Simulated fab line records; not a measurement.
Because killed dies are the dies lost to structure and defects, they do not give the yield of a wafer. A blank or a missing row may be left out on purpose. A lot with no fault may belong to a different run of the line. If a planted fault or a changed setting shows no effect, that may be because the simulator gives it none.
Split-lot study	flow n5Finfet	on a route of 1938 steps: 7 lots, 21 wafers read

## THE SPLIT
At N5_BEOL_M8_VIA_ETCH_34 (etches SiCOH lowk in C4F6/O2, target depth 125.5 nm, time 50.5 s), the setting sourceW was moved away from the recipe's 345 W on 8 of the 21 wafers read, by -17.9% to +17.2%. All remaining wafers had this setting at the recipe value.

The reading comes from the split's own step.

## THE READING
rfVppV, in V, at N5_BEOL_M8_VIA_ETCH_34 (etches SiCOH lowk in C4F6/O2, target depth 125.5 nm, time 50.5 s). On this fab line, fault-free wafers typically give 666 V with a standard deviation of 9 V.

wafer	tool, chamber at the split	sourceW as run, W	against the recipe	rfVppV, V	against lot-mates on the recipe
L077.1	rieDiel-03, 3	345	recipe	669	-
L077.3	rieDiel-03, 0	383.8	+11.2%	633	-35
L077.5	rieDiel-03, 2	345	recipe	667	-
L079.2	rieDiel-03, 0	345	recipe	668	-
L079.3	rieDiel-03, 3	283.3	-17.9%	743	+75
L079.5	rieDiel-03, 2	283.3	-17.9%	739	+71
L078.1	rieDiel-06, 1	404.4	+17.2%	626	-47
L078.2	rieDiel-06, 3	345	recipe	673	-
L078.6	rieDiel-06, 3	404.4	+17.2%	621	-52
L080.1	rieDiel-03, 1	361.3	+4.7%	650	-19
L080.2	rieDiel-03, 0	345	recipe	669	-
L080.6	rieDiel-03, 2	361.3	+4.7%	653	-16
L084.2	rieDiel-03, 3	345	recipe	671	-
L084.5	rieDiel-03, 2	345	recipe	667	-
L084.6	rieDiel-03, 1	345	recipe	665	-
L083.3	rieDiel-06, 2	345	recipe	672	-
L083.4	rieDiel-06, 3	345	recipe	673	-
L083.6	rieDiel-06, 0	345	recipe	650	-
L090.1	rieDiel-03, 3	328.4	-4.8%	687	+20
L090.5	rieDiel-03, 3	345	recipe	670	-
L090.6	rieDiel-03, 1	345	recipe	664	-

FIT RESULTS
A straight line over all 21 wafers: rfVppV changes by -3.38 V for each +1% of sourceW; r = -0.97; the points scatter about the line by 7.4 V.
The same after taking each lot's own level away (the mean of its wafers on the recipe; 21 wafers): -3.51 V for each +1%; r = -0.98; scatter 6.4 V.
The reading moves by 63 V for the largest change in sourceW, on that fit.
Across the lots, their own levels run from 665.0 to 673.0 V, a range of 0.9 times the standard deviation given above.
So the lot-to-lot level changes the slope little: the two slopes agree.
Check: for one of the wafers moved furthest among these (-17.9%), held out of the fit, the line's prediction against its lot-mates is +60.9 V. Against them it came out at +75 V.
Tool readings at the split's step, against how far the setting was moved: rfVppV r = -0.97.

## OTHER SPLITS ON THESE WAFERS
Other splits were also applied to these wafers ahead of the reading. Each is held against what the fit with the lots' levels taken away leaves over:
other split on the same wafers	wafers away from the commonest value	r with rfVppV (lot level and that fit taken away)
N5_BEOL_M5_COAT_05 spinRpm	9	-0.25
N5_BEOL_M6_EXPOSE_25 doseMj	11	+0.03
N5_BEOL_M7_COAT_63 spinRpm	5	+0.16
N5_BEOL_M7_COAT_71 spinRpm	6	+0.09

## THE WHOLE CHAIN: every reading that the file lists as answering this split, in the file's order
step	what it does	reading	change (the file's fit)	r (the file's)
N5_BEOL_M8_VIA_ETCH_34	etches SiCOH lowk in C4F6/O2, target depth 125.5 nm, time 50.5 s	rfVppV	-3.46 V for each +1% of the setting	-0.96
N5_BEOL_M8_VIA_ETCH_34	etches SiCOH lowk in C4F6/O2, target depth 125.5 nm, time 50.5 s	etch.depthNm (the simulator's own value, which no gauge read)	+0.522 nm for each +1% of the setting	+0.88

## FILE'S OWN FIT
rfVppV changes by -3.46 V for each +1% of sourceW, r = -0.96.
